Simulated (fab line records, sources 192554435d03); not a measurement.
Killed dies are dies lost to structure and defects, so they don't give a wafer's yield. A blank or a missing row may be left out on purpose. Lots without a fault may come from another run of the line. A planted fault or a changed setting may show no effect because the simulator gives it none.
fab line records | flow n5_finfet
record lots=5 wafers=15 last_day=19
route steps=1938 shown BEOL_M4@1067
lots that met no fault: from a run of the same line without faults
start_h: hours from the record's first day to the start of the lot's first wafer shown | wait_h: hours since the lot's step before | " the same as in the row above | L1.1+2: a row that stands for several wafers | - no value, or no start given | * or withheld: withheld | < > ~ a bound
route shown NAME@n: a module of which the file shows steps, and the number in the route of the first | usual: mean/standard deviation of fault-free wafers | same: alike in all rows | chamber/n: place in a boat | sites: the reading at each site | _std_site: their standard deviation | _edge_site: outer sites' mean less inner sites' | radius_mm: how far each site lies from the wafer's centre | mask NAME#n: copy n | behind: the tool/chamber that last shaped the wafer | hold: why the lot was held/for how many hours/how that ended | device: the transistor (n, p or np) that didn't switch | end of line: the same wafers' tests at the end of the route | a step without rows: its recipe alone | killed: dies lost to structure and defects at the first sort, not the wafer's yield | map: a wafer's dies, x killed, . not, _ none there
set.NAME: the setting as run; set.NAME@STEP: as run at that earlier step | model.NAME: the simulator's own value behind a step, which no gauge read
lots at some steps of the route; a table a step, a row a wafer
services: from which hour (start_h, from the record's first day; less than 0 if before it) a tool's chamber was out of use, for how many hours, and why
## steps
# step N5_BEOL_M4_VIA_ETCH_34
# recipe chemistry=C4F6/O2 target_depth_a=694 mask_material=SOC pressure_mtorr=15 ion_energy_ev=250 taper_deg=4 time_s=65.9 source_w=350 bias_w=170 Ar_flow_sccm=300 C4F6_flow_sccm=10 O2_flow_sccm=10
# usual chamber_pressure_mTorr=14.999/0.014 drypump_motor_current_A=5.6/0.45 oes_product_au=0.78/0.068 rf_vpp_V=664/24 showerhead_plenum_p_Torr=2.84/0.1 throttle_valve_pct=30.7/0.33
# columns lot.wafer tool chamber start_h wait_h chamber_pressure_mTorr drypump_motor_current_A oes_product_au rf_hours_counter_h rf_vpp_V showerhead_plenum_p_Torr throttle_valve_pct
L077.1 rie_diel-01 2 193.06 0.0 15.002 5.6 0.79 95 650 2.83 30.2
L077.2 " 0 " " 14.993 6.3 0.77 132 628 2.71 30.5
L077.6 " 1 " " 15.011 5.8 0.80 - 680 2.77 30.5
L084.1 rie_diel-04 3 241.47 0.0 14.985 5.6 0.70 221 666 2.92 30.5
L084.2 " 2 " " 14.996 4.7 0.87 41 629 2.91 31.1
L084.3 " 0 " " 14.984 5.6 0.96 10 674 3.00 30.4
L087.1 rie_diel-01 0 256.87 0.0 14.971 6.3 0.75 153 627 2.71 30.6
L087.2 " 3 " " 15.013 5.4 0.74 157 694 2.74 31.1
L087.5 " 0 " " 15.000 6.2 0.75 - 627 2.70 30.6
L089.3 rie_diel-01 0 261.58 0.0 15.008 6.2 0.75 155 627 2.70 30.6
L089.4 " 2 " " 15.014 5.6 0.76 119 651 2.81 30.2
L089.5 " 3 " " 15.006 5.4 0.74 - 694 2.74 31.1
L092.2 rie_diel-01 3 288.93 0.0 14.997 5.4 0.73 169 696 2.74 31.1
L092.5 " 1 " " 14.985 5.8 0.76 - 681 2.76 30.6
L092.6 " 0 " " 14.993 6.2 0.73 - 628 2.70 30.6
# step N5_BEOL_M4_STRIP_83
# recipe chemistry=C4F6/O2 resist=SiARC rf_frequency_hz=6e+07
# columns lot.wafer tool chamber start_h wait_h
L077.1+2+6 rie_diel-01 2,0,1 193.11 0.0
L084.1+2+3 rie_diel-04 3,2,0 241.52 0.0
L087.1+2+5 rie_diel-01 0,3,0 256.92 0.0
L089.3+4+5 rie_diel-01 0,2,3 261.63 0.0
L092.2+5+6 rie_diel-01 3,1,0 288.98 0.0
# step N5_BEOL_M4_STRIP_36
# recipe chemistry=N2/H2 power_w=450 temp_c=40 pressure_mtorr=20 rf_frequency_hz=6e+07 overash_fraction=0.3 bias_power_w=7 h2_frac=0.5 n2_flow_sccm=200 h2_flow_sccm=200
# usual chamber_pressure_mTorr=20.00/0.03 drypump_motor_current_A=5.6/0.46 oes_product_au=0.78/0.068 rf_vpp_V=59.1/1.5 showerhead_plenum_p_Torr=2.54/0.1 throttle_valve_pct=23.7/0.31
# same overash_fraction=0.3
# columns lot.wafer tool chamber start_h wait_h chamber_pressure_mTorr drypump_motor_current_A oes_product_au rf_hours_counter_h rf_vpp_V showerhead_plenum_p_Torr throttle_valve_pct
L077.1 rie_diel-01 2 193.12 0.0 19.95 5.6 0.79 95 58.9 2.56 23.4
L077.2 " 0 " " 20.06 6.2 0.75 132 58.1 2.42 23.5
L077.6 " 1 " " 20.03 5.8 0.79 - 58.8 2.43 23.0
L084.1 rie_diel-04 3 241.53 0.0 20.01 5.7 0.70 221 57.4 2.61 23.7
L084.2 " 2 " " 20.02 4.8 0.88 41 60.3 2.61 24.1
L084.3 " 0 " " 19.97 5.6 0.95 10 60.7 2.73 23.7
L087.1 rie_diel-01 0 256.93 0.0 20.00 6.3 0.74 153 59.5 2.41 23.5
L087.2 " 3 " " 20.00 5.4 0.73 157 58.4 2.45 24.0
L087.5 " 0 " " 20.00 6.2 0.73 - 58.5 2.41 23.5
L089.3 rie_diel-01 0 261.64 0.0 20.00 6.3 0.73 155 56.7 2.41 23.5
L089.4 " 2 " " 20.01 5.6 0.77 119 59.6 2.55 23.4
L089.5 " 3 " " 20.00 5.5 0.73 - 59.2 2.45 24.0
L092.2 rie_diel-01 3 288.99 0.0 19.99 5.5 0.71 169 58.7 2.44 24.1
L092.5 " 1 " " 20.04 5.7 0.75 - 59.3 2.42 23.1
L092.6 " 0 " " 20.03 6.2 0.72 - 57.7 2.40 23.5
# step N5_BEOL_M4_TRENCH_ETCH_37
# recipe chemistry=C4F6/O2 target_depth_a=555.55 target=SiOC time_s=29.2 ion_energy_ev=250 pressure_mtorr=30 source_w=355 bias_w=185 Ar_flow_sccm=300 C4F6_flow_sccm=10 O2_flow_sccm=10
# usual chamber_pressure_mTorr=29.997/0.028 drypump_motor_current_A=5.6/0.45 oes_product_au=0.78/0.067 rf_vpp_V=664/24 showerhead_plenum_p_Torr=2.84/0.1 throttle_valve_pct=20.85/0.19
# columns lot.wafer tool chamber start_h wait_h chamber_pressure_mTorr drypump_motor_current_A oes_product_au rf_hours_counter_h rf_vpp_V showerhead_plenum_p_Torr throttle_valve_pct
L077.1 rie_diel-01 2 - - 30.010 5.7 0.79 95 648 2.83 20.47
L077.2 " 0 " " 30.005 6.2 0.76 132 628 2.72 20.85
L077.6 " 1 " " 30.004 5.7 0.79 - 681 2.78 20.74
L084.1 rie_diel-04 3 - - 30.035 5.7 0.71 221 665 2.92 20.81
L084.2 " 2 " " 29.972 4.7 0.87 41 630 2.91 21.03
L084.3 " 0 " " 29.968 5.6 0.96 10 674 3.01 20.47
L087.1 rie_diel-01 0 - - 30.062 6.3 0.75 153 628 2.71 20.90
L087.2 " 3 " " 30.001 5.4 0.74 157 694 2.75 21.14
L087.5 " 0 " " 30.024 6.2 0.73 - 627 2.71 20.90
L089.3 rie_diel-01 0 - - 30.055 6.2 0.74 155 627 2.71 20.89
L089.4 " 2 " " 30.027 5.6 0.77 119 650 2.82 20.53
L089.5 " 3 " " 30.012 5.4 0.74 - 695 2.75 21.15
L092.2 rie_diel-01 3 - - 30.014 5.4 0.72 169 694 2.74 21.15
L092.5 " 1 " " 29.961 5.8 0.76 - 682 2.76 20.77
L092.6 " 0 " " 30.030 6.2 0.74 - 627 2.70 20.92
# step N5_BEOL_M4_ETCH_41
# recipe chemistry=CH3F/O2 target=SiCN target_depth_a=299 taper_deg=2 time_s=52.5 ion_energy_ev=120 mask_material=TiN pressure_mtorr=30 source_w=395 bias_w=75 Ar_flow_sccm=150 CH3F_flow_sccm=30 O2_flow_sccm=20
# usual chamber_pressure_mTorr=30.000/0.029 drypump_motor_current_A=5.6/0.45 oes_product_au=0.78/0.066 rf_vpp_V=297.2/1.7 showerhead_plenum_p_Torr=2.00/0.074 throttle_valve_pct=16.32/0.15
# columns lot.wafer tool chamber start_h wait_h chamber_pressure_mTorr drypump_motor_current_A oes_product_au rf_hours_counter_h rf_vpp_V showerhead_plenum_p_Torr throttle_valve_pct
L077.1 rie_diel-01 2 - - 30.085 5.6 0.80 95 298.0 1.99 16.04
L077.2 " 0 " " 30.051 6.2 0.76 132 296.6 1.91 16.36
L077.6 " 1 " " 30.005 5.8 0.80 - 295.7 1.95 16.16
L084.1 rie_diel-04 3 - - 30.032 5.7 0.70 221 299.1 2.06 16.39
L084.2 " 2 " " 30.006 4.7 0.87 41 299.1 2.05 16.39
L084.3 " 0 " " 29.974 5.5 0.95 10 299.3 2.12 15.94
L087.1 rie_diel-01 0 - - 30.011 6.2 0.74 153 296.8 1.90 16.38
L087.2 " 3 " " 30.005 5.4 0.74 157 294.7 1.92 16.56
L087.5 " 0 " " 29.968 6.2 0.74 - 296.3 1.90 16.39
L089.3 rie_diel-01 0 - - 30.011 6.2 0.75 155 295.6 1.90 16.39
L089.4 " 2 " " 30.017 5.6 0.76 119 296.2 1.99 16.10
L089.5 " 3 " " 29.952 5.4 0.74 - 294.9 1.92 16.58
L092.2 rie_diel-01 3 - - 30.021 5.4 0.73 169 294.6 1.92 16.59
L092.5 " 1 " " 29.990 5.8 0.76 - 294.5 1.94 16.24
L092.6 " 0 " " 30.006 6.3 0.73 - 295.3 1.90 16.39
# step N5_BEOL_M4_STRIP_97
# recipe chemistry=N2/H2 time_s=10 power_w=450 temp_c=40 pressure_mtorr=20 rf_frequency_hz=6e+07 bias_power_w=7 n2_flow_sccm=200 h2_flow_sccm=200
# usual chamber_pressure_mTorr=20.001/0.023 drypump_motor_current_A=5.6/0.46 oes_product_au=0.78/0.068 rf_vpp_V=59.3/0.99 showerhead_plenum_p_Torr=2.54/0.1 throttle_valve_pct=23.7/0.31
# columns lot.wafer tool chamber start_h wait_h chamber_pressure_mTorr drypump_motor_current_A oes_product_au rf_hours_counter_h rf_vpp_V showerhead_plenum_p_Torr throttle_valve_pct
L077.1 rie_diel-01 2 - - 19.987 5.6 0.79 95 59.4 2.56 23.4
L077.2 " 0 " " 20.009 6.2 0.75 132 59.3 2.42 23.5
L077.6 " 1 " " 20.021 5.7 0.79 - 59.0 2.43 23.1
L084.1 rie_diel-04 3 - - 20.043 5.6 0.69 221 59.8 2.61 23.8
L084.2 " 2 " " 20.010 4.8 0.86 41 60.4 2.61 24.1
L084.3 " 0 " " 19.993 5.6 0.95 10 59.3 2.73 23.7
L087.1 rie_diel-01 0 - - 20.021 6.3 0.74 153 60.6 2.41 23.5
L087.2 " 3 " " 20.024 5.4 0.73 157 60.8 2.45 24.0
L087.5 " 0 " " 19.962 6.2 0.73 - 59.5 2.41 23.5
L089.3 rie_diel-01 0 - - 19.999 6.2 0.74 155 58.3 2.41 23.5
L089.4 " 2 " " 19.970 5.7 0.78 119 60.8 2.55 23.4
L089.5 " 3 " " 20.005 5.4 0.73 - 57.4 2.45 24.0
L092.2 rie_diel-01 3 - - 19.983 5.4 0.72 169 58.3 2.44 24.1
L092.5 " 1 " " 20.030 5.8 0.76 - 59.1 2.42 23.1
L092.6 " 0 " " 20.019 6.2 0.73 - 57.5 2.40 23.5
# step N5_BEOL_M4_OCD_MEAS_38
# usual trench_depth_nm=55.7/1.3
# columns lot.wafer tool chamber start_h wait_h trench_depth_nm
L077.1 ocd-01 - 193.31 - 56.0
L077.2 " - " " 56.1
L077.6 " - " " 55.5
L084.1 ocd-02 - 241.72 - 55.9
L084.2 " - " " 55.8
L084.3 " - " " 58.3
L087.1 ocd-01 - 257.12 - 56.8
L087.2 " - " " 55.3
L087.5 " - " " 56.3
L089.3 ocd-02 - 261.84 - 57.1
L089.4 " - " " 55.3
L089.5 " - " " 57.7
L092.2 ocd-01 - 289.18 - 55.1
L092.5 " - " " 54.2
L092.6 " - " " 55.6
# step N5_BEOL_M4_HM_STRIP_39
# recipe chemistry=peroxide_tin_strip material=TiN target_depth_a=250 temp_c=50 time_s=158
# usual bath_heat_duty_pct=7.2/0.95
# columns lot.wafer tool chamber start_h wait_h bath_heat_duty_pct
L077.1 wet_bench-05 5 193.34 0.0 6.3
L077.2 " 0 " " 8.2
L077.6 " 7 " " 5.9
L084.1 wet_bench-02 5 241.75 0.0 6.2
L084.2 " 0 " " 6.6
L084.3 " 4 " " 7.5
L087.1 wet_bench-04 1 257.15 0.0 6.9
L087.2 " 4 " " 7.1
L087.5 " 0 " " 9.2
L089.3 wet_bench-02 6 261.87 0.0 6.7
L089.4 " 3 " " 6.0
L089.5 " 5 " " 7.2
L092.2 wet_bench-02 2 289.21 0.0 7.7
L092.5 " 7 " " 9.5
L092.6 " 5 " " 7.3
# step N5_BEOL_M4_SRD_40
# recipe time_s=30 temp_c=23 rinse_liquid=diw dry=ipa_marangoni
# usual bath_heat_duty_pct=3.7/0.59
# columns lot.wafer tool chamber start_h wait_h bath_heat_duty_pct
L077.1 wet_bench-05 5 193.40 0.0 2.6
L077.2 " 0 " " 3.8
L077.6 " 7 " " 3.0
L084.1 wet_bench-02 5 241.80 0.0 3.7
L084.2 " 0 " " 3.2
L084.3 " 4 " " 3.7
L087.1 wet_bench-04 1 257.20 0.0 4.2
L087.2 " 4 " " 3.7
L087.5 " 0 " " 4.9
L089.3 wet_bench-02 6 261.91 0.0 3.0
L089.4 " 3 " " 3.2
L089.5 " 5 " " 3.4
L092.2 wet_bench-02 2 289.26 0.0 3.3
L092.5 " 7 " " 4.7
L092.6 " 5 " " 3.3
# step N5_BEOL_M4_PRECLEAN_42
# recipe chemistry=residue_remover time_s=60 temp_c=40
# usual bath_heat_duty_pct=4.6/0.7
# columns lot.wafer tool chamber start_h wait_h bath_heat_duty_pct
L077.1 wet_bench-05 5 193.41 0.0 4.4
L077.2 " 0 " " 5.0
L077.6 " 7 " " 3.6
L084.1 wet_bench-02 5 241.82 0.0 4.2
L084.2 " 0 " " 4.3
L084.3 " 4 " " 4.8
L087.1 wet_bench-04 1 257.22 0.0 5.8
L087.2 " 4 " " 4.7
L087.5 " 0 " " 5.7
L089.3 wet_bench-02 6 261.93 0.0 4.3
L089.4 " 3 " " 3.1
L089.5 " 5 " " 5.0
L092.2 wet_bench-02 2 289.28 0.0 4.6
L092.5 " 7 " " 6.1
L092.6 " 5 " " 4.3
# step N5_BEOL_M4_SRD_43
# recipe time_s=30 temp_c=23 rinse_liquid=diw dry=ipa_marangoni
# usual bath_heat_duty_pct=3.7/0.55
# columns lot.wafer tool chamber start_h wait_h bath_heat_duty_pct
L077.1 wet_bench-05 5 193.43 0.0 3.0
L077.2 " 0 " " 4.4
L077.6 " 7 " " 3.7
L084.1 wet_bench-02 5 241.83 0.0 3.4
L084.2 " 0 " " 2.6
L084.3 " 4 " " 4.2
L087.1 wet_bench-04 1 257.23 0.0 3.7
L087.2 " 4 " " 3.6
L087.5 " 0 " " 4.1
L089.3 wet_bench-02 6 261.95 0.0 3.8
L089.4 " 3 " " 3.0
L089.5 " 5 " " 3.8
L092.2 wet_bench-02 2 289.30 0.0 3.7
L092.5 " 7 " " 4.9
L092.6 " 5 " " 4.4
# step N5_BEOL_M4_CD_MEAS_35
# recipe target_cd_nm=18 target_cd_y_nm=22.4 polarity=opening
# usual cd_nm=18.1/0.38
# columns lot.wafer tool chamber start_h wait_h cd_nm
L077.1 cd_sem-03 - 193.47 0.0 17.3
L077.2 " - " " 17.8
L077.6 " - " " 17.9
L084.1 cd_sem-01 - 241.87 0.0 18.5
L084.2 " - " " 17.3
L084.3 " - " " 18.2
L087.1 cd_sem-03 - 257.27 0.0 18.0
L087.2 " - " " 18.2
L087.5 " - " " 18.1
L089.3 cd_sem-03 - 261.99 0.0 17.8
L089.4 " - " " 18.5
L089.5 " - " " 18.4
L092.2 cd_sem-03 - 289.34 0.0 17.8
L092.5 " - " " 17.7
L092.6 " - " " 18.1
# step N5_BEOL_M4_DEGAS_44
# recipe ambient=vacuum temp_c=250 time_s=60
# usual heater_power_w=325/35
# columns lot.wafer tool chamber start_h wait_h heater_power_w
L077.1 pvd_sputter-03 - 193.71 0.2 330
L077.2 " - " " 265
L077.6 " - " " 329
L084.1 pvd_sputter-01 - 242.11 0.2 363
L084.2 " - " " 300
L084.3 " - " " 330
L087.1 pvd_sputter-02 - 257.66 0.4 375
L087.2 " - " " 346
L087.5 " - " " 393
L089.3 pvd_sputter-02 - 262.24 0.3 397
L089.4 " - " " 374
L089.5 " - " " 319
L092.2 pvd_sputter-03 - 289.53 0.2 324
L092.5 " - " " 331
L092.6 " - " " 346
# step N5_BEOL_M4_PRE_CLEAN_45
# recipe gas=H2/He time_s=30 temp_c=250
# usual heater_power_w=325/36
# columns lot.wafer tool chamber start_h wait_h heater_power_w
L077.1 pvd_sputter-03 - 193.75 0.0 337
L077.2 " - " " 270
L077.6 " - " " 337
L084.1 pvd_sputter-01 - 242.15 0.0 366
L084.2 " - " " 295
L084.3 " - " " 338
L087.1 pvd_sputter-02 - 257.70 0.0 360
L087.2 " - " " 336
L087.5 " - " " 405
L089.3 pvd_sputter-02 - 262.28 0.0 402
L089.4 " - " " 374
L089.5 " - " " 320
L092.2 pvd_sputter-03 - 289.57 0.0 335
L092.5 " - " " 333
L092.6 " - " " 348
# step N5_BEOL_M4_ALD_84
# recipe material=TaN target_thk_a=* temp_c=275 ald_precursor_family=PDMAT ald_co_reactant=NH3 pressure_torr=3 carrier_flow_sccm=1500 pulse_time_s=2 purge_time_s=3 co_reactant_purge_time_s=2 co_reactant_pulse_time_s=3 ald_cycles=30 precursor_vessel_temp_c=75 precursor_vessel_pressure_torr=26.25 precursor_vessel_carrier_sccm=1000
# usual heater_power_w=422/62
# same ald_cycles=30 co_reactant_purge_time_s=2 pulse_time_s=2
# columns lot.wafer tool chamber start_h wait_h heater_power_w
L077.1 ald_metal-01 2 193.83 0.1 411
L077.2 " 0 " " 385
L077.6 " 1 " " 361
L084.1 ald_metal-01 1 242.21 0.0 372
L084.2 " 2 " " 414
L084.3 " 0 " " 390
L087.1 ald_metal-01 2 257.76 0.0 421
L087.2 " 1 " " 358
L087.5 " 2 " " 426
L089.3 ald_metal-01 1 262.38 0.1 359
L089.4 " 2 " " 426
L089.5 " 0 " " 389
L092.2 ald_metal-03 1 289.64 0.0 408
L092.5 " 1 " " 406
L092.6 " 3 " " 450
# step N5_BEOL_M4_SURFACE_TREAT_85
# recipe gas=Ar time_s=* ion_energy_ev=* ion_current_ma_cm2=0.5 pressure_mtorr=* ar_flow_sccm=30
# usual throttle_valve_pct=*
# columns lot.wafer tool chamber start_h wait_h throttle_valve_pct
L077.1 pvd_sputter-03 - 194.19 0.3 *
L077.2 " - " " *
L077.6 " - " " *
L084.1 pvd_sputter-02 - 242.55 0.2 *
L084.2 " - " " *
L084.3 " - " " *
L087.1 pvd_sputter-03 - 258.20 0.3 *
L087.2 " - " " *
L087.5 " - " " *
L089.3 pvd_sputter-01 - 262.64 0.2 *
L089.4 " - " " *
L089.5 " - " " *
L092.2 pvd_sputter-03 - 290.09 0.4 *
L092.5 " - " " *
L092.6 " - " " *
# step N5_BEOL_M4_CVD_47
# recipe material=Co target_thk_a=30 temp_c=withheld precursor=CCTBA/H2 pressure_torr=30 time_s=223.8
# columns lot.wafer tool chamber start_h wait_h
L077.1+2+6 cvd_co-01 1,2,1 194.25 0.0
L084.1+2+3 cvd_co-01 0,2,1 242.76 0.2
L087.1+2+5 cvd_co-01 0,2,2 258.50 0.3
L089.3+4+5 cvd_co-01 1,0,2 262.77 0.1
L092.2+5+6 cvd_co-01 1,2,1 290.35 0.2
# step N5_BEOL_M4_SPUTTER_48
# recipe material=Cu target_thk_a=45 temp_c=-20 chamber_pressure_pa=0.07 power_w=withheld time_s=8.29
# usual throttle_valve_pct=30.1/0.88
# columns lot.wafer tool chamber start_h wait_h throttle_valve_pct
L077.1 pvd_sputter-01 - 194.41 0.1 29.4
L077.2 " - " " 30.5
L077.6 " - " " 30.0
L084.1 pvd_sputter-02 - 242.93 0.1 31.0
L084.2 " - " " 30.5
L084.3 " - " " 29.7
L087.1 pvd_sputter-03 - 258.88 0.3 30.3
L087.2 " - " " 30.3
L087.5 " - " " 30.1
L089.3 pvd_sputter-01 - 262.94 0.1 29.9
L089.4 " - " " 31.1
L089.5 " - " " 27.9
L092.2 pvd_sputter-02 - 290.58 0.2 29.9
L092.5 " - " " 29.8
L092.6 " - " " 28.2
# step N5_BEOL_M4_ANNEAL_49
# recipe temp_c=400 time_s=240 ambient=vacuum
# usual heater_power_w=823/84
# columns lot.wafer tool chamber start_h wait_h heater_power_w
L077.1 pvd_sputter-01 - 194.49 0.0 767
L077.2 " - " " 829
L077.6 " - " " 746
L084.1 pvd_sputter-02 - 243.01 0.0 870
L084.2 " - " " 910
L084.3 " - " " 804
L087.1 pvd_sputter-03 - 258.96 0.0 831
L087.2 " - " " 720
L087.5 " - " " 835
L089.3 pvd_sputter-01 - 263.02 0.0 756
L089.4 " - " " 918
L089.5 " - " " 768
L092.2 pvd_sputter-02 - 290.66 0.0 795
L092.5 " - " " 799
L092.6 " - " " 994
# step N5_BEOL_M4_SPUTTER_79
# recipe material=Cu target_thk_a=45 temp_c=-20 chamber_pressure_pa=0.07 power_w=withheld time_s=8.29
# usual throttle_valve_pct=30.1/0.87
# columns lot.wafer tool chamber start_h wait_h throttle_valve_pct
L077.1 pvd_sputter-01 - 194.63 0.1 30.0
L077.2 " - " " 30.3
L077.6 " - " " 30.0
L084.1 pvd_sputter-02 - 243.15 0.1 31.0
L084.2 " - " " 30.4
L084.3 " - " " 29.8
L087.1 pvd_sputter-03 - 259.10 0.1 30.3
L087.2 " - " " 30.3
L087.5 " - " " 30.2
L089.3 pvd_sputter-01 - 263.16 0.1 30.0
L089.4 " - " " 30.9
L089.5 " - " " 28.0
L092.2 pvd_sputter-02 - 290.80 0.1 29.9
L092.5 " - " " 29.8
L092.6 " - " " 28.2
# step N5_BEOL_M4_ANNEAL_80
# recipe temp_c=400 time_s=240 ambient=vacuum
# usual heater_power_w=822/84
# columns lot.wafer tool chamber start_h wait_h heater_power_w
L077.1 pvd_sputter-01 - 194.71 0.0 765
L077.2 " - " " 819
L077.6 " - " " 760
L084.1 pvd_sputter-02 - 243.23 0.0 839
L084.2 " - " " 919
L084.3 " - " " 766
L087.1 pvd_sputter-03 - 259.18 0.0 829
L087.2 " - " " 736
L087.5 " - " " 841
L089.3 pvd_sputter-01 - 263.24 0.0 759
L089.4 " - " " 888
L089.5 " - " " 759
L092.2 pvd_sputter-02 - 290.88 0.0 807
L092.5 " - " " 793
L092.6 " - " " 982
# step N5_BEOL_M4_SPUTTER_81
# recipe material=Cu target_thk_a=45 temp_c=-20 chamber_pressure_pa=0.07 power_w=withheld time_s=8.29
# usual throttle_valve_pct=30.1/0.89
# columns lot.wafer tool chamber start_h wait_h throttle_valve_pct
L077.1 pvd_sputter-01 - 194.85 0.1 30.0
L077.2 " - " " 30.5
L077.6 " - " " 30.3
L084.1 pvd_sputter-02 - 243.37 0.1 31.1
L084.2 " - " " 30.2
L084.3 " - " " 29.8
L087.1 pvd_sputter-03 - 259.32 0.1 30.2
L087.2 " - " " 30.2
L087.5 " - " " 30.4
L089.3 pvd_sputter-01 - 263.38 0.1 29.9
L089.4 " - " " 31.0
L089.5 " - " " 28.2
L092.2 pvd_sputter-02 - 291.02 0.1 30.0
L092.5 " - " " 29.9
L092.6 " - " " 28.0
# step N5_BEOL_M4_ANNEAL_82
# recipe temp_c=400 time_s=240 ambient=vacuum
# usual heater_power_w=822/83
# columns lot.wafer tool chamber start_h wait_h heater_power_w
L077.1 pvd_sputter-01 - 194.93 0.0 751
L077.2 " - " " 841
L077.6 " - " " 771
L084.1 pvd_sputter-02 - 243.45 0.0 856
L084.2 " - " " 905
L084.3 " - " " 804
L087.1 pvd_sputter-03 - 259.40 0.0 835
L087.2 " - " " 738
L087.5 " - " " 819
L089.3 pvd_sputter-01 - 263.46 0.0 763
L089.4 " - " " 920
L089.5 " - " " 749
L092.2 pvd_sputter-02 - 291.10 0.0 814
L092.5 " - " " 783
L092.6 " - " " 985
# step N5_BEOL_M4_SPUTTER_86
# recipe material=Cu target_thk_a=45 temp_c=-20 chamber_pressure_pa=0.07 power_w=withheld time_s=8.29
# usual throttle_valve_pct=30.1/0.88
# columns lot.wafer tool chamber start_h wait_h throttle_valve_pct
L077.1 pvd_sputter-01 - 195.07 0.1 29.8
L077.2 " - " " 30.6
L077.6 " - " " 29.8
L084.1 pvd_sputter-02 - 243.59 0.1 31.1
L084.2 " - " " 30.5
L084.3 " - " " 29.9
L087.1 pvd_sputter-03 - 259.54 0.1 30.3
L087.2 " - " " 30.1
L087.5 " - " " 30.3
L089.3 pvd_sputter-01 - 263.60 0.1 29.9
L089.4 " - " " 31.1
L089.5 " - " " 27.9
L092.2 pvd_sputter-02 - 291.24 0.1 29.7
L092.5 " - " " 30.1
L092.6 " - " " 28.6
# step N5_BEOL_M4_ANNEAL_87
# recipe temp_c=400 time_s=240 ambient=vacuum
# usual heater_power_w=822/84
# columns lot.wafer tool chamber start_h wait_h heater_power_w
L077.1 pvd_sputter-01 - 195.15 0.0 751
L077.2 " - " " 827
L077.6 " - " " 779
L084.1 pvd_sputter-02 - 243.67 0.0 849
L084.2 " - " " 898
L084.3 " - " " 825
L087.1 pvd_sputter-03 - 259.62 0.0 831
L087.2 " - " " 748
L087.5 " - " " 833
L089.3 pvd_sputter-01 - 263.68 0.0 750
L089.4 " - " " 890
L089.5 " - " " 766
L092.2 pvd_sputter-02 - 291.32 0.0 807
L092.5 " - " " 788
L092.6 " - " " 987
# step N5_BEOL_M4_SPUTTER_88
# recipe material=Cu target_thk_a=45 temp_c=-20 chamber_pressure_pa=0.07 power_w=withheld time_s=8.29
# usual throttle_valve_pct=30.1/0.89
# columns lot.wafer tool chamber start_h wait_h throttle_valve_pct
L077.1 pvd_sputter-01 - 195.29 0.1 29.9
L077.2 " - " " 30.6
L077.6 " - " " 30.0
L084.1 pvd_sputter-02 - 243.81 0.1 31.2
L084.2 " - " " 30.4
L084.3 " - " " 29.9
L087.1 pvd_sputter-03 - 259.76 0.1 30.0
L087.2 " - " " 30.3
L087.5 " - " " 30.3
L089.3 pvd_sputter-01 - 263.82 0.1 29.9
L089.4 " - " " 30.9
L089.5 " - " " 28.1
L092.2 pvd_sputter-02 - 291.46 0.1 30.0
L092.5 " - " " 30.0
L092.6 " - " " 28.4
# step N5_BEOL_M4_ANNEAL_89
# recipe temp_c=400 time_s=240 ambient=vacuum
# usual heater_power_w=823/83
# columns lot.wafer tool chamber start_h wait_h heater_power_w
L077.1 pvd_sputter-01 - 195.37 0.0 762
L077.2 " - " " 856
L077.6 " - " " 750
L084.1 pvd_sputter-02 - 243.89 0.0 850
L084.2 " - " " 900
L084.3 " - " " 787
L087.1 pvd_sputter-03 - 259.84 0.0 868
L087.2 " - " " 762
L087.5 " - " " 839
L089.3 pvd_sputter-01 - 263.90 0.0 764
L089.4 " - " " 896
L089.5 " - " " 741
L092.2 pvd_sputter-02 - 291.54 0.0 792
L092.5 " - " " 810
L092.6 " - " " 988
# step N5_BEOL_M4_SPUTTER_90
# recipe material=Cu target_thk_a=45 temp_c=-20 chamber_pressure_pa=0.07 power_w=withheld time_s=8.29
# usual throttle_valve_pct=30.1/0.86
# columns lot.wafer tool chamber start_h wait_h throttle_valve_pct
L077.1 pvd_sputter-01 - 195.51 0.1 29.9
L077.2 " - " " 30.5
L077.6 " - " " 29.8
L084.1 pvd_sputter-02 - 244.03 0.1 31.1
L084.2 " - " " 30.2
L084.3 " - " " 29.9
L087.1 pvd_sputter-03 - 259.98 0.1 30.4
L087.2 " - " " 30.5
L087.5 " - " " 30.3
L089.3 pvd_sputter-01 - 264.04 0.1 30.2
L089.4 " - " " 30.8
L089.5 " - " " 28.2
L092.2 pvd_sputter-02 - 291.68 0.1 29.8
L092.5 " - " " 29.9
L092.6 " - " " 28.1
# step N5_BEOL_M4_ANNEAL_91
# recipe temp_c=400 time_s=240 ambient=vacuum
# usual heater_power_w=822/84
# columns lot.wafer tool chamber start_h wait_h heater_power_w
L077.1 pvd_sputter-01 - 195.59 0.0 740
L077.2 " - " " 824
L077.6 " - " " 768
L084.1 pvd_sputter-02 - 244.11 0.0 856
L084.2 " - " " 892
L084.3 " - " " 793
L087.1 pvd_sputter-03 - 260.06 0.0 819
L087.2 " - " " 735
L087.5 " - " " 821
L089.3 pvd_sputter-01 - 264.12 0.0 755
L089.4 " - " " 893
L089.5 " - " " 769
L092.2 pvd_sputter-02 - 291.76 0.0 784
L092.5 " - " " 811
L092.6 " - " " 973
# step N5_BEOL_M4_SPUTTER_92
# recipe material=Cu target_thk_a=45 temp_c=-20 chamber_pressure_pa=0.07 power_w=withheld time_s=8.29
# usual throttle_valve_pct=30.1/0.88
# columns lot.wafer tool chamber start_h wait_h throttle_valve_pct
L077.1 pvd_sputter-01 - 195.73 0.1 30.0
L077.2 " - " " 30.3
L077.6 " - " " 30.0
L084.1 pvd_sputter-02 - 244.25 0.1 31.1
L084.2 " - " " 30.3
L084.3 " - " " 29.8
L087.1 pvd_sputter-03 - 260.20 0.1 30.4
L087.2 " - " " 30.5
L087.5 " - " " 30.2
L089.3 pvd_sputter-01 - 264.26 0.1 30.1
L089.4 " - " " 30.9
L089.5 " - " " 27.9
L092.2 pvd_sputter-02 - 291.90 0.1 30.0
L092.5 " - " " 29.7
L092.6 " - " " 28.2
## services
# columns tool chamber start_h hours kind
pvd_sputter-02 - 177.90 0.7 repair
rie_diel-04 0 204.10 - clean
rie_diel-04 0 204.10 - consumable_replace:focus_ring
rie_diel-04 0 204.10 - consumable_replace:showerhead
rie_diel-04 0 204.10 12.5 scheduled_down
rie_diel-04 0 204.10 12.5 vent_cycle
rie_diel-01 - 205.96 2.7 repair
rie_diel-04 1 218.53 47.5 repair
wet_bench-04 - 243.70 4.4 pm
cvd_co-01 - 243.87 2.8 pm
cvd_co-01 - 263.04 0.3 repair
cvd_co-01 2 267.80 8.3 repair
ald_metal-01 - 273.22 0.2 repair
ald_metal-03 2 283.38 11.2 repair
ald_metal-01 - 283.58 2.8 pm
cvd_co-01 - 289.21 1.1 repair
## key
fault none
